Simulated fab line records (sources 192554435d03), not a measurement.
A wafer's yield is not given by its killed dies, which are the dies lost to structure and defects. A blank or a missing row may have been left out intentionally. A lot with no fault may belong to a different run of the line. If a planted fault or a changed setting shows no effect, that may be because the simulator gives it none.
Chamber matching / flow n5 finfet / pecvd-03 running N5_BEOL_M9_DEP_56: 3 sister chambers
The step deposits SiCN from 3MS/NH3, target thk 15 nm, time 26.5 s. 22 wafers are shown with their chamber, then 11 later ones without.

== EACH WAFER AND ITS CHAMBER ==
wafer=L074.1; chamber=1; showerhead plenum p Torr (Torr)=3.691; throttle valve pct (%)=9.2
wafer=L074.2; chamber=0; showerhead plenum p Torr (Torr)=3.670; throttle valve pct (%)=9.3
wafer=L074.6; chamber=0; showerhead plenum p Torr (Torr)=3.667; throttle valve pct (%)=9.2
wafer=L076.1; chamber=0; showerhead plenum p Torr (Torr)=3.655; throttle valve pct (%)=9.2
wafer=L076.2; chamber=1; showerhead plenum p Torr (Torr)=3.678; throttle valve pct (%)=8.8
wafer=L076.4; chamber=2; showerhead plenum p Torr (Torr)=3.645; throttle valve pct (%)=9.1
wafer=L077.2; chamber=1; showerhead plenum p Torr (Torr)=3.687; throttle valve pct (%)=9.3
wafer=L077.5; chamber=0; showerhead plenum p Torr (Torr)=3.672; throttle valve pct (%)=9.4
wafer=L077.6; chamber=2; showerhead plenum p Torr (Torr)=3.647; throttle valve pct (%)=9.0
wafer=L081.1; chamber=2; showerhead plenum p Torr (Torr)=3.656; throttle valve pct (%)=9.3
wafer=L081.3; chamber=1; showerhead plenum p Torr (Torr)=3.683; throttle valve pct (%)=8.8
wafer=L081.5; chamber=2; showerhead plenum p Torr (Torr)=3.650; throttle valve pct (%)=9.3
wafer=L085.1; chamber=0; showerhead plenum p Torr (Torr)=3.665; throttle valve pct (%)=9.2
wafer=L085.5; chamber=0; showerhead plenum p Torr (Torr)=3.678; throttle valve pct (%)=9.4
wafer=L085.6; chamber=1; showerhead plenum p Torr (Torr)=3.679; throttle valve pct (%)=9.1
wafer=L086.1; chamber=2; showerhead plenum p Torr (Torr)=3.649; throttle valve pct (%)=9.5
wafer=L086.2; chamber=0; showerhead plenum p Torr (Torr)=3.673; throttle valve pct (%)=9.4
wafer=L086.3; chamber=1; showerhead plenum p Torr (Torr)=3.681; throttle valve pct (%)=9.0
wafer=L089.1; chamber=1; showerhead plenum p Torr (Torr)=3.687; throttle valve pct (%)=9.0
wafer=L089.2; chamber=2; showerhead plenum p Torr (Torr)=3.652; throttle valve pct (%)=9.1
wafer=L089.5; chamber=0; showerhead plenum p Torr (Torr)=3.667; throttle valve pct (%)=9.2
wafer=L091.2; chamber=0; showerhead plenum p Torr (Torr)=3.663; throttle valve pct (%)=9.2

SIGNATURES (means of the wafers above)
reading=showerhead plenum p Torr; chamber 0=3.66778; chamber 1=3.68371; chamber 2=3.64983; scatter within a chamber=0.00544
reading=throttle valve pct; chamber 0=9.278; chamber 1=9.029; chamber 2=9.217; scatter within a chamber=0.155
Rule: a wafer's distance from a chamber is the root of the sum, over the readings, of the square of ((its reading less the chamber's mean) divided by the reading's scatter). If the next closest chamber is less than 2 further off than the closest, the wafer can't be placed; otherwise it belongs to the closest. How the scatter is found: for the shown wafers, subtract from each reading the mean of its chamber, square and add these, divide the total by (wafers less chambers), then take the root.

== WAFERS WITHOUT THEIR CHAMBER ==
wafer=L091.4; showerhead plenum p Torr (Torr)=3.657; throttle valve pct (%)=9.0
wafer=L091.5; showerhead plenum p Torr (Torr)=3.680; throttle valve pct (%)=9.2
wafer=L092.2; showerhead plenum p Torr (Torr)=3.680; throttle valve pct (%)=9.2
wafer=L092.3; showerhead plenum p Torr (Torr)=3.663; throttle valve pct (%)=9.1
wafer=L092.5; showerhead plenum p Torr (Torr)=3.656; throttle valve pct (%)=9.2
wafer=L095.3; showerhead plenum p Torr (Torr)=3.671; throttle valve pct (%)=8.9
wafer=L095.4; showerhead plenum p Torr (Torr)=3.686; throttle valve pct (%)=9.4
wafer=L095.5; showerhead plenum p Torr (Torr)=3.657; throttle valve pct (%)=9.2
wafer=L097.1; showerhead plenum p Torr (Torr)=3.699; throttle valve pct (%)=9.0
wafer=L097.2; showerhead plenum p Torr (Torr)=3.648; throttle valve pct (%)=9.3
wafer=L097.3; showerhead plenum p Torr (Torr)=3.669; throttle valve pct (%)=9.4

== WHICH CHAMBER EACH ONE RAN IN ==
wafer=L091.4; from the rows above=can't be placed: 2 or 0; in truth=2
wafer=L091.5; from the rows above=can't be placed: 1 or 0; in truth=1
wafer=L092.2; from the rows above=can't be placed: 1 or 0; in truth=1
wafer=L092.3; from the rows above=can't be placed: 0 or 2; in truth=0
wafer=L092.5; from the rows above=can't be placed: 2 or 0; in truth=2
wafer=L095.3; from the rows above=can't be placed: 1 or 0 or 2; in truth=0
wafer=L095.4; from the rows above=can't be placed: 1 or 0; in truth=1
wafer=L095.5; from the rows above=can't be placed: 2 or 0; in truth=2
wafer=L097.1; from the rows above=1; in truth=1
wafer=L097.2; from the rows above=2; in truth=2
wafer=L097.3; from the rows above=0; in truth=0
3 of 11 placed correctly. These rows do not allow placing 8 (true chamber among the candidates in 8). 0 placed wrongly.
